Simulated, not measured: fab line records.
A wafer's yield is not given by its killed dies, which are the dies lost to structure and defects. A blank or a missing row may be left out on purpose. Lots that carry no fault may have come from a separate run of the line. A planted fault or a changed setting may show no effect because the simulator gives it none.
fab line records	flow n5Finfet
record lots=10	wafers=28	lastDay=19
route steps=1938 shown HKMG_FIN@387 BEOL_M4@1111 PASSIVATION@1936
lots with no fault: from the same line, run without faults
startH: hours from the record's opening day to when the first of the lot's shown wafers began	waitH: how many hours have passed since the lot's step before this one	" unchanged from the row above	L1.1+2: a single row standing in for several wafers	- value missing, or start not given	* or withheld: withheld	< > ~ a bound
route shown NAME@n: names a module that has steps shown in the file, with the first one's number in the route	usual: the fault-free wafers' mean and standard deviation	same: alike in all rows	chamber/n: place in a boat	sites: each site's reading	_std_site: the values' standard deviation	_edge_site: inner sites' mean taken away from outer sites' mean	radiusMm: for every site, how far away it sits from the centre of the wafer	mask NAME#n: copy n	behind: tool/chamber where the wafer was last shaped	hold: reason for holding the lot/hours on hold/outcome of the hold	device: transistor that didn't switch, given as n, p or np	end of line: the same wafers' tests at the end of the route	a step with no rows: only its recipe	killed: dies that structure and defects cost at the first sort, which is not the same as the wafer's yield	map: shows each die of a wafer: x if killed, . if not, _ if none is there
set.NAME: the setting that was run; set.NAME@STEP: the one run at that earlier step	model.NAME: the simulator's own value behind a step, which no gauge read
the route's steps for a sample of lots (tables are steps, rows are wafers)
services: the hour from which a tool's chamber was out of use, counted from the record's first day as startH (under 0 if before that day), plus the number of hours and why
## steps
# step N5_HKMG_FIN_HK_ANNEAL_02
# recipe tempC=700	timeS=30	ambient=N2	idleTempC=600	rampUpCPerS=150	rampDownCPerS=60	coolToC=600
# usual lampPowerPct=8.80/0.048	lamp_zone_2_pct=8.798/0.01	lamp_zone_5_pct=8.797/0.011	lamp_zone_6_pct=8.725/0.011	lamp_zone_7_pct=9.194/0.011	wafer_temp_C_max=702.8/0.65
lot.wafer	tool	chamber	startH	waitH	lampPowerPct	lamp_zone_2_pct	lamp_zone_5_pct	lamp_zone_6_pct	lamp_zone_7_pct	wafer_temp_C_max
L125.2	rtpAnneal-01	0	70.42	0.3	8.85	8.803	8.800	8.726	9.196	702.2
L125.3	"	0	"	"	8.86	8.790	8.813	8.730	9.179	703.4
L125.6	"	0	"	"	8.87	8.788	8.794	8.737	9.197	702.6
L126.1	rtpAnneal-02	0	77.10	0.1	8.78	8.807	8.780	8.740	9.189	702.9
L126.2	"	0	"	"	8.81	8.821	8.799	8.750	9.200	702.6
L126.5	"	0	"	"	8.77	8.794	8.788	8.717	9.182	703.3
L129.1	rtpAnneal-01	0	93.47	0.1	8.86	8.791	8.798	8.713	9.182	703.0
L129.3	"	0	"	"	8.83	8.788	8.782	8.717	9.198	702.8
L129.6	"	0	"	"	8.84	8.802	8.808	8.726	9.196	703.1
L133.1	rtpAnneal-01	0	121.45	0.3	8.83	8.828	8.806	8.736	9.206	702.8
L133.2	"	0	"	"	8.72	8.778	8.790	8.730	9.212	703.2
L133.5	"	0	"	"	8.79	8.791	8.794	8.716	9.214	702.4
L138.1	rtpAnneal-01	0	171.32	0.2	8.71	8.799	8.784	8.739	9.176	703.7
L138.2	"	0	"	"	8.71	8.803	8.808	8.721	9.194	702.6
L138.3	"	0	"	"	8.76	8.798	8.801	8.718	9.188	702.5
L137.3	rtpAnneal-01	0	174.08	0.2	8.80	8.791	8.803	8.723	9.206	702.4
L137.4	"	0	"	"	8.80	8.798	8.791	8.723	9.195	702.9
L137.6	"	0	"	"	8.78	8.824	8.800	8.715	9.194	702.9
L139.1	rtpAnneal-02	0	174.24	0.1	8.85	8.805	8.802	8.723	9.211	702.4
L139.4	"	0	"	"	8.82	8.772	8.809	8.742	9.196	703.3
L139.6	"	0	"	"	8.77	8.794	8.775	8.715	9.201	703.2
L146.2	rtpAnneal-02	0	212.22	0.1	8.73	8.808	8.824	8.727	9.175	702.9
L146.3	"	0	"	"	8.81	8.784	8.779	8.732	9.192	702.4
L146.4	"	0	"	"	8.77	8.783	8.806	8.729	9.185	702.7
L147.1	rtpAnneal-01	0	215.23	0.1	8.79	8.818	8.780	8.724	9.194	702.4
L147.3	"	0	"	"	8.74	8.791	8.787	8.727	9.190	702.2
L148.2	rtpAnneal-02	0	221.53	0.1	8.85	8.796	8.797	8.724	9.212	702.8
L148.3	"	0	"	"	8.80	8.791	8.770	8.726	9.192	702.7
# step N5_HKMG_FIN_ALD_75
# recipe material=Al2O3	targetThkA=10	tempC=150	aldPrecursorFamily=TMA	aldCoReactant=H2O	pulseTimeS=withheld	coReactantPulseTimeS=1
# usual heaterPowerW=156/18	precursorPulseHeightRel=0.998/0.021
lot.wafer	tool	chamber	startH	waitH	heaterPowerW	precursorPulseHeightRel
L125.2	aldHk-01	2	70.68	0.0	147	0.992
L125.3	"	0	"	"	138	1.034
L125.6	"	0	"	"	142	0.989
L126.1	aldHk-02	1	77.39	0.0	171	0.979
L126.2	"	0	"	"	151	0.992
L126.5	"	0	"	"	156	0.998
L129.1	aldHk-03	0	93.76	0.0	150	0.997
L129.3	"	2	"	"	154	0.996
L129.6	"	3	"	"	167	0.972
L133.1	aldHk-02	1	121.75	0.0	170	0.972
L133.2	"	2	"	"	197	0.980
L133.5	"	2	"	"	197	0.978
L138.1	aldHk-02	0	171.61	0.0	156	1.009
L138.2	"	2	"	"	195	1.004
L138.3	"	3	"	"	163	1.015
L137.3	aldHk-03	1	174.38	0.1	145	1.038
L137.4	"	3	"	"	173	0.990
L137.6	"	2	"	"	158	1.007
L139.1	aldHk-02	0	174.53	0.0	153	1.019
L139.4	"	2	"	"	201	0.975
L139.6	"	2	"	"	201	1.031
L146.2	aldHk-01	3	212.49	0.0	142	1.014
L146.3	"	1	"	"	123	0.992
L146.4	"	2	"	"	149	0.968
L147.1	aldHk-03	0	215.52	0.0	154	1.029
L147.3	"	1	"	"	149	1.022
L148.2	aldHk-03	2	221.79	0.0	153	0.964
L148.3	"	1	"	"	144	1.010
# step N5_HKMG_FIN_STRIP_93
# recipe chemistry=N2/H2	material=SOC	timeS=20	powerW=500	tempC=40	pressureMtorr=50	rfFrequencyHz=6e+07	biasPowerW=8	h2Frac=0.5	n2FlowSccm=300	h2FlowSccm=300
# usual biasPowerW=7.998/0.023	chamberPressureMTorr=50.00/0.048	drypumpMotorCurrentA=5.6/0.48	oesProductAu=0.79/0.082	rfVppV=54.3/0.97	showerheadPlenumPTorr=3.39/0.12	throttleValvePct=18.9/0.31
lot.wafer	tool	chamber	startH	waitH	biasPowerW	chamberPressureMTorr	drypumpMotorCurrentA	oesProductAu	rfHoursCounterH	rfVppV	showerheadPlenumPTorr	throttleValvePct
L125.2	rieDiel-04	2	72.00	0.2	8.005	50.04	5.8	0.85	51	54.0	3.43	19.4
L125.3	"	1	"	"	7.971	50.00	5.9	0.76	142	53.5	3.49	18.9
L125.6	"	3	"	"	7.985	50.06	5.8	0.82	-	54.4	3.23	18.7
L126.1	rieDiel-04	3	78.73	0.2	8.028	50.02	5.8	0.82	117	54.7	3.23	18.7
L126.2	"	2	"	"	8.010	49.95	5.8	0.85	53	54.0	3.43	19.4
L126.5	"	2	"	"	8.037	49.99	5.8	0.85	-	54.8	3.43	19.4
L129.1	rieDiel-05	3	95.10	0.2	8.014	50.00	5.5	0.71	190	54.5	3.45	18.9
L129.3	"	0	"	"	7.963	50.02	6.4	0.76	134	53.9	3.24	18.6
L129.6	"	1	"	"	8.013	49.98	5.2	0.71	-	53.4	3.45	18.8
L133.1	rieDiel-04	3	123.03	0.2	7.986	50.05	5.8	0.80	135	54.1	3.22	18.8
L133.2	"	1	"	"	8.032	50.03	5.9	0.75	156	54.5	3.48	18.9
L133.5	"	1	"	"	8.030	49.96	5.9	0.75	-	55.5	3.48	18.9
L138.1	rieDiel-04	3	172.90	0.2	-	-	-	-	-	-	-	-
L138.2	"	1	"	"	-	-	-	-	-	-	-	-
L138.3	"	2	"	"	-	-	-	-	-	-	-	-
L137.3	rieDiel-06	1	175.61	0.2	-	-	-	-	-	-	-	-
L137.4	"	2	"	"	-	-	-	-	-	-	-	-
L137.6	"	2	"	"	-	-	-	-	-	-	-	-
L139.1	rieDiel-05	3	176.14	0.2	7.949	50.05	5.6	0.70	221	54.5	3.43	18.9
L139.4	"	2	"	"	7.994	50.03	5.2	0.95	15	55.5	3.54	18.0
L139.6	"	3	"	"	7.998	50.00	5.6	0.69	-	54.9	3.43	18.9
L146.2	rieDiel-05	1	213.77	0.2	8.003	50.00	5.2	0.95	6	52.7	3.42	18.5
L146.3	"	3	"	"	7.962	49.93	5.5	0.69	237	56.3	3.42	19.0
L146.4	"	0	"	"	7.987	50.07	6.5	0.72	176	55.6	3.22	18.7
L147.1	rieDiel-04	1	216.68	0.2	7.995	49.98	5.9	0.73	188	55.2	3.46	19.0
L147.3	"	2	"	"	8.002	49.96	5.8	0.81	100	53.0	3.41	19.5
L148.2	rieDiel-05	1	222.95	0.2	7.999	49.91	5.2	0.95	10	56.2	3.42	18.5
L148.3	"	0	"	"	8.026	50.17	6.4	0.72	181	53.0	3.22	18.7
# step N5_HKMG_FIN_CVD_62
# recipe material=a-Si	targetThkA=30	tempC=500	precursor=Si2H6	pressureTorr=1	timeS=20.8
# usual heaterPowerW=1459/190
lot.wafer	tool	chamber	startH	waitH	heaterPowerW
L125.2	thermalCvdSi-02	0	73.02	0.2	1273
L125.3	"	1	"	"	1349
L125.6	"	0	"	"	1288
L126.1	thermalCvdSi-01	2	79.73	0.2	1225
L126.2	"	1	"	"	1571
L126.5	"	2	"	"	1219
L129.1	thermalCvdSi-02	0	96.10	0.2	1250
L129.3	"	1	"	"	1314
L129.6	"	0	"	"	1256
L133.1	thermalCvdSi-01	2	124.03	0.2	1232
L133.2	"	1	"	"	1609
L133.5	"	0	"	"	1689
L138.1	thermalCvdSi-01	1	173.90	0.2	1520
L138.2	"	0	"	"	1680
L138.3	"	2	"	"	1247
L137.3	thermalCvdSi-02	1	176.61	0.2	1354
L137.4	"	1	"	"	1319
L137.6	"	2	"	"	1649
L139.1	thermalCvdSi-01	1	177.14	0.2	1557
L139.4	"	1	"	"	1531
L139.6	"	2	"	"	1212
L146.2	thermalCvdSi-02	1	214.77	0.2	1351
L146.3	"	0	"	"	1288
L146.4	"	1	"	"	1343
L147.1	thermalCvdSi-01	1	217.68	0.2	1548
L147.3	"	0	"	"	1711
L148.2	thermalCvdSi-02	0	223.96	0.2	1254
L148.3	"	2	"	"	1679
# step N5_BEOL_M4_RC_MEAS_101
# usual DIBL_N=37.2/2.1	DIBL_P=37.3/2.3	IOFF_N=0.18/0.041	IOFF_P=0.24/0.042	ION_N=680/13	ION_P=466/7.7	SS_N=71.8/0.68	SS_P=73.5/0.66	VT_N=249/3.6	VT_P=-248/3.4
lot.wafer	tool	chamber	startH	waitH	DIBL_N[mV/V]	DIBL_P[mV/V]	IOFF_N[nA/um]	IOFF_P[nA/um]	ION_N[uA/um]	ION_P[uA/um]	SS_N[mV/dec]	SS_P[mV/dec]	VT_N[mV]	VT_P[mV]
L125.2	prober-02	0	176.10	0.2	36.9	36.3	0.16	0.22	673	467	71.0	72.9	248	-250
L125.3	"	0	"	"	36.9	36.9	0.16	0.22	670	467	71.6	73.0	247	-248
L125.6	"	0	"	"	37.2	37.8	0.18	0.23	678	466	71.7	73.3	249	-248
L126.1	prober-01	0	185.02	0.0	34.4	34.0	0.15	0.20	677	472	70.9	73.2	249	-249
L126.2	"	0	"	"	33.4	33.2	0.13	0.17	665	455	70.7	73.0	250	-254
L126.5	"	0	"	"	35.9	36.3	0.18	0.23	684	463	71.7	73.2	245	-247
L129.1	prober-02	0	202.25	0.0	37.4	34.9	0.14	0.19	667	458	71.9	73.1	251	-251
L129.3	"	0	"	"	38.0	36.7	0.16	0.21	666	458	71.9	73.1	249	-251
L129.6	"	0	"	"	35.2	31.8	0.11	0.15	652	450	70.9	71.9	257	-256
L133.1	prober-01	0	211.60	0.0	34.2	34.9	0.13	0.18	669	460	71.1	72.9	252	-253
L133.2	"	0	"	"	36.8	37.7	0.17	0.24	677	465	71.3	73.5	246	-247
L133.5	"	0	"	"	38.3	39.7	0.22	0.27	696	475	72.6	73.5	242	-247
L138.1	prober-02	0	254.97	0.0	40.0	39.4	0.23	0.28	675	465	73.4	73.5	246	-245
L138.2	"	0	"	"	37.1	37.3	0.16	0.25	670	464	72.4	72.5	252	-247
L138.3	"	0	"	"	36.7	37.1	0.18	0.24	676	463	72.5	73.6	247	-246
L137.3	prober-01	0	262.26	0.5	42.6	43.0	0.30	0.35	715	480	72.6	74.8	241	-246
L137.4	"	0	"	"	39.3	38.8	0.20	0.26	678	464	72.6	73.9	249	-251
L137.6	"	0	"	"	40.7	41.2	0.24	0.31	700	470	72.9	74.8	244	-248
L139.1	prober-01	0	268.92	0.0	37.5	36.8	0.17	0.22	677	468	71.5	73.2	249	-246
L139.4	"	0	"	"	39.4	39.0	0.21	0.24	681	469	72.1	74.9	248	-247
L139.6	"	0	"	"	38.5	37.9	0.18	0.23	678	466	72.5	73.8	247	-247
L147.1	prober-01	0	332.36	0.0	33.0	34.6	0.12	0.19	675	472	70.5	72.3	250	-252
L147.3	"	0	"	"	34.9	36.7	0.14	0.23	666	466	71.6	72.7	252	-248
L146.2	prober-02	0	333.30	0.2	35.5	36.1	0.15	0.19	678	459	71.7	73.9	251	-252
L146.3	"	0	"	"	36.6	37.3	0.17	0.22	667	457	71.9	74.1	248	-249
L146.4	"	0	"	"	38.1	39.4	0.23	0.26	704	473	72.0	74.4	242	-248
L148.2	prober-02	0	336.04	0.2	37.5	36.9	0.18	0.25	675	466	72.0	73.6	251	-249
L148.3	"	0	"	"	38.1	37.8	0.20	0.27	677	463	72.2	74.2	248	-245
# step N5_PASSIVATION_PROBE_49
# usual defectLimitedYield=91.0/1.6	killed_at_M0_to_M3=35/11	killed_at_M4_up=14/5.3	killedAtContacts=13/6.7	killedAtFrontEnd=41/12	killedAtOther=3.9/2.7	killedDies=106/19	killedOpen=70/14	killedShort=35/8.8	sort_bin_4_leakage=0.01/0.058	sort_bin_5_function=5.3/1	sort_bin_6_memory=3.3/0.81	sortNPass=1073/19	sortYieldPct=91.0/1.6
# same grossDies=1180	killedAtBackSide=0	sort_bin_8_speed[%]=0
lot.wafer	tool	chamber	startH	waitH	defectLimitedYield[%]	killed_at_M0_to_M3	killed_at_M4_up	killedAtContacts	killedAtFrontEnd	killedAtOther	killedDies	killedOpen	killedShort	sort_bin_4_leakage[%]	sort_bin_5_function[%]	sort_bin_6_memory[%]	sortNPass	sortYieldPct[%]
L125.2	prober-02	-	294.85	0.1	91.1	32	24	14	30	5	105	78	21	0	5.3	3.1	1075	91.1
L125.3	prober-02	-	294.90	0.1	90.6	29	22	12	45	3	111	78	28	0	4.8	4.2	1069	90.6
L125.6	prober-02	-	295.05	0.3	92.8	28	13	16	26	2	85	59	21	0	4.2	2.7	1095	92.8
L139.1	prober-02	-	370.64	0.0	92.5	31	8	4	40	5	88	48	36	0	4.2	2.7	1092	92.5
L139.4	prober-02	-	370.79	0.2	90.2	38	15	20	38	5	116	82	33	0	5.9	3.5	1064	90.2
L139.6	prober-02	-	370.89	0.3	89.9	37	11	8	53	10	119	78	39	0	5.8	3.6	1061	89.9
L137.3	prober-01	-	373.62	0.1	92.9	28	10	2	35	9	84	48	36	0.68	4.1	2.7	1088	92.2
L137.4	prober-01	-	373.67	0.2	92.4	23	14	5	45	3	90	59	31	0	4.6	2.9	1090	92.4
L137.6	prober-01	-	373.77	0.3	90.2	34	18	10	47	7	116	77	39	0	4.4	5.3	1064	90.2
# killed by level:class
L125.2 BEOL_M2:geometricParticle:open=15 MOL_CONTACT_COAG:geometricParticle:open=12 BEOL_M4:geometricParticle:open=9 FIN_SAQP:geometricParticle:open=7 BEOL_M0_SAQP:geometricParticle:open=7 STARTING-WAFER:geometricParticle:open=7 BEOL_M0_SAQP:geometricParticle:short=4 BEOL_M5:geometricParticle:open=4
L125.3 MOL_CONTACT_COAG:geometricParticle:open=12 FIN_SAQP:geometricParticle:open=11 STI_FIN_REVEAL:geometricParticle:open=10 BEOL_M4:geometricParticle:open=10 BEOL_M2:geometricParticle:open=9 BEOL_M0_SAQP:geometricParticle:short=7 BEOL_M0_SAQP:geometricParticle:open=6 FIN_SAQP:geometricParticle:short=5
L125.6 MOL_CONTACT_COAG:geometricParticle:open=11 BEOL_M0_SAQP:geometricParticle:open=10 FIN_SAQP:geometricParticle:open=6 BEOL_M1:geometricParticle:open=6 FIN_SAQP:geometricParticle:short=5 STI_FIN_REVEAL:geometricParticle:open=5 MOL_CONTACT_COAG:geometricParticle:short=5 BEOL_M5:geometricParticle:open=3
L139.1 BEOL_M0_SAQP:geometricParticle:short=8 STI_FIN_REVEAL:geometricParticle:open=7 FIN_SAQP:geometricParticle:short=6 STI_FIN_REVEAL:geometricParticle:short=6 BEOL_M0_SAQP:geometricParticle:open=6 BEOL_M2:geometricParticle:open=6 FIN_SAQP:geometricParticle:open=4 BEOL_M0:geometricParticle:open=4
L139.4 MOL_CONTACT_COAG:geometricParticle:open=15 STI_FIN_REVEAL:geometricParticle:open=10 BEOL_M2:geometricParticle:open=10 BEOL_M1:geometricParticle:open=9 FIN_SAQP:geometricParticle:short=8 FIN_SAQP:geometricParticle:open=7 BEOL_M4:geometricParticle:open=7 MOL_CONTACT_COAG:geometricParticle:short=5
L139.6 FIN_SAQP:geometricParticle:open=18 BEOL_M0_SAQP:geometricParticle:open=15 STI_FIN_REVEAL:geometricParticle:open=15 BEOL_M0_SAQP:geometricParticle:short=11 MOL_CONTACT_COAG:geometricParticle:open=7 FIN_SAQP:geometricParticle:short=6 BEOL_M4:geometricParticle:open=5 MIM_BOT:geometricParticle:short=5
L137.3 BEOL_M3:geometricParticle:open=7 BEOL_M2:geometricParticle:open=7 GATE_CUT:geometricParticle:short=6 STI_FIN_REVEAL:geometricParticle:open=5 BEOL_M4:geometricParticle:open=5 FIN_SAQP:geometricParticle:open=4 DUMMY_GATE:geometricParticle:open=4 BEOL_M0_SAQP:geometricParticle:short=4
L137.4 BEOL_M2:geometricParticle:open=9 FIN_SAQP:geometricParticle:open=8 BEOL_M4:geometricParticle:open=8 GATE_CUT:geometricParticle:short=7 FIN_SAQP:geometricParticle:short=5 STI_FIN_REVEAL:geometricParticle:open=5 BEOL_M1:geometricParticle:open=5 STARTING-WAFER:geometricParticle:short=5
L137.6 FIN_SAQP:geometricParticle:open=14 FIN_SAQP:geometricParticle:short=11 BEOL_M1:geometricParticle:open=10 BEOL_M4:geometricParticle:open=10 MOL_CONTACT_COAG:geometricParticle:open=8 BEOL_M2:geometricParticle:open=8 BEOL_M3:geometricParticle:open=5 STI_FIN_REVEAL:geometricParticle:open=4
## services
tool	chamber	startH	hours	kind
rieDiel-04	1	47.31	3.7	repair
rieDiel-06	0	65.14	-	clean
rieDiel-06	0	65.14	-	consumableReplace:focusRing
rieDiel-04	1	72.66	7.5	repair
rieDiel-05	2	89.97	4.8	repair
rieDiel-05	2	95.16	-	clean
rieDiel-05	2	95.16	-	consumableReplace:focusRing
rieDiel-05	2	95.16	-	consumableReplace:showerhead
rieDiel-05	2	95.16	32.9	scheduledDown
rieDiel-05	2	95.16	32.9	ventCycle
thermalCvdSi-02	-	100.16	14.6	pm
rieDiel-04	1	106.99	5.1	repair
aldHk-02	-	127.87	8.7	pm
rieDiel-05	0	147.50	7.9	repair
rieDiel-04	2	158.73	9.8	repair
rieDiel-05	1	182.10	-	clean
rieDiel-05	1	182.10	-	consumableReplace:focusRing
rieDiel-05	1	182.10	14.4	scheduledDown
rieDiel-05	1	182.10	14.4	ventCycle
rieDiel-05	2	186.93	18.4	repair
rieDiel-06	1	194.90	14.0	repair
thermalCvdSi-01	-	212.35	5.1	repair
aldHk-01	-	221.08	0.4	repair
rieDiel-04	2	221.50	5.6	repair
## key
firstSign step=N5_HKMG_FIN_STRIP_93	reading=toolRecord	direction=missing
effect none on later readings
metAt N5_HKMG_FIN_STRIP_93
struckLots L137,L138
notActingAt N5_HKMG_FIN_HK_ANNEAL_02,N5_HKMG_FIN_ALD_75,N5_HKMG_FIN_CVD_62
onsetBetween 123.03 172.90
fault kind=skippedStepWhole	tool=rieDiel-04,rieDiel-06	chamber=-	onsetH=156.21	steps=N5_HKMG_FIN_STRIP_93	scope=struckLotsOnly
